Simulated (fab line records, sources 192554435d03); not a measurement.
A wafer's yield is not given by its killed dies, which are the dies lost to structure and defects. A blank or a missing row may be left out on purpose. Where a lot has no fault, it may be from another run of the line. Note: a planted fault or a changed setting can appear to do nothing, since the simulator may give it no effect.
Which tool is to blame?    flow n5 finfet    9 lots with 27 wafers sampled at 4 steps, on a route of 1938 steps

WHAT THE GAUGES SHOWED, per wafer
N5_STI_FIN_REVEAL_INSPECT_13: inspects for defects (darkfield).
lot   measured     on                 raw defect count
L970  day 2 21:37  defect inspect-01  14 10 10
L974  day 3 18:55  defect inspect-01  8 15 7
L978  day 4 20:37  defect inspect-02  12 19 21
L979  day 5 01:37  defect inspect-01  6 16 10
L980  day 5 07:43  defect inspect-02  7 16 9
L982  day 5 19:26  defect inspect-02  17 16 4
L983  day 6 00:13  defect inspect-01  23 10 10
L984  day 6 07:46  defect inspect-01  646 652 668
L991  day 8 12:40  defect inspect-01  7 9 11

WHAT TOOL EACH LOT RAN ON (gives the tool, then ch and the chambers of the sampled wafers, and finally the start)
lot   N5_FIN_CUT_CUT_ETCH_15           N5_STI_FIN_REVEAL_STRIP_24         N5_STI_FIN_REVEAL_PRECLEAN_32
L970  rie si-05 ch 1,2,3, day 2 11:52  rie diel-04 ch 1,2,3, day 2 18:36  remote plasma-02 ch 1, day 2 21:05
L974  rie si-06 ch 1,2,3, day 3 09:38  rie diel-06 ch 2,3, day 3 15:53    remote plasma-01 ch 0, day 3 18:26
L978  rie si-03 ch 1,2,3, day 4 11:28  rie diel-04 ch 0,2, day 4 17:33    remote plasma-01 ch 1, day 4 20:00
L979  rie si-03 ch 1,2,3, day 4 15:16  rie diel-06 ch 0,1,3, day 4 22:34  remote plasma-02 ch 1, day 5 01:04
L980  rie si-03 ch 0,1, day 4 21:55    rie diel-04 ch 0,1, day 5 04:09    remote plasma-02 ch 1, day 5 07:11
L982  rie si-03 ch 0,1, day 5 10:21    rie diel-04 ch 2,3, day 5 16:23    remote plasma-01 ch 1, day 5 18:55
L983  rie si-06 ch 0,1, day 5 15:13    rie diel-06 ch 0,3, day 5 21:13    remote plasma-01 ch 1, day 5 23:42
L984  rie si-05 ch 0,2,3, day 5 21:28  rie diel-04 ch 1,2,3, day 6 04:38  remote plasma-02 ch 1, day 6 07:09
L991  rie si-06 ch 0,2,3, day 8 02:28  rie diel-01 ch 0,1,2, day 8 09:27  remote plasma-01 ch 0, day 8 12:07
- N5_FIN_CUT_CUT_ETCH_15: etches Si in HBr/Cl2/O2, target depth 100 nm, bt time 10 s, time 42.4 s.
- N5_STI_FIN_REVEAL_STRIP_24: strips in N2/H2, time 90 s.
- N5_STI_FIN_REVEAL_PRECLEAN_32: cleans in NF3:NH3, afs cycles 1, time 20 s, sublimation time 60 s.

THE ANSWER, worked out from the rows above alone
Rule: the lots themselves supply what counts as usual. Put in order of their means at a reading, lots are off if they are a third of the lots or fewer, leave a main group of 4 or more, and stand apart from it by a gap of 3 or more times the standard deviation of the main group's means; of several such gaps the widest counts. The tables above print the reading to a certain number of digits; a main group whose means all agree to those digits is not used. Also off: a lot with no number at a reading for which 4 or more lots have one. Where the step has rows for the other lots, those lots are counted as sound.
Off, at N5_STI_FIN_REVEAL_INSPECT_13 on raw defect count: L984. The main group has a mean of 12 with a standard deviation of 2.5.
If a tool, at a process step before that reading, ran all the lots that are off and no sound lot after the first of them, it fits. Gauges at N5_STI_FIN_REVEAL_INSPECT_13: tried the same way as those tools. Can't be told from this: 3 tools fit, rie si-05 at N5_FIN_CUT_CUT_ETCH_15, rie diel-04 at N5_STI_FIN_REVEAL_STRIP_24, remote plasma-02 at N5_STI_FIN_REVEAL_PRECLEAN_32.

WHAT HAD BEEN PUT IN BY THE SIMULATOR
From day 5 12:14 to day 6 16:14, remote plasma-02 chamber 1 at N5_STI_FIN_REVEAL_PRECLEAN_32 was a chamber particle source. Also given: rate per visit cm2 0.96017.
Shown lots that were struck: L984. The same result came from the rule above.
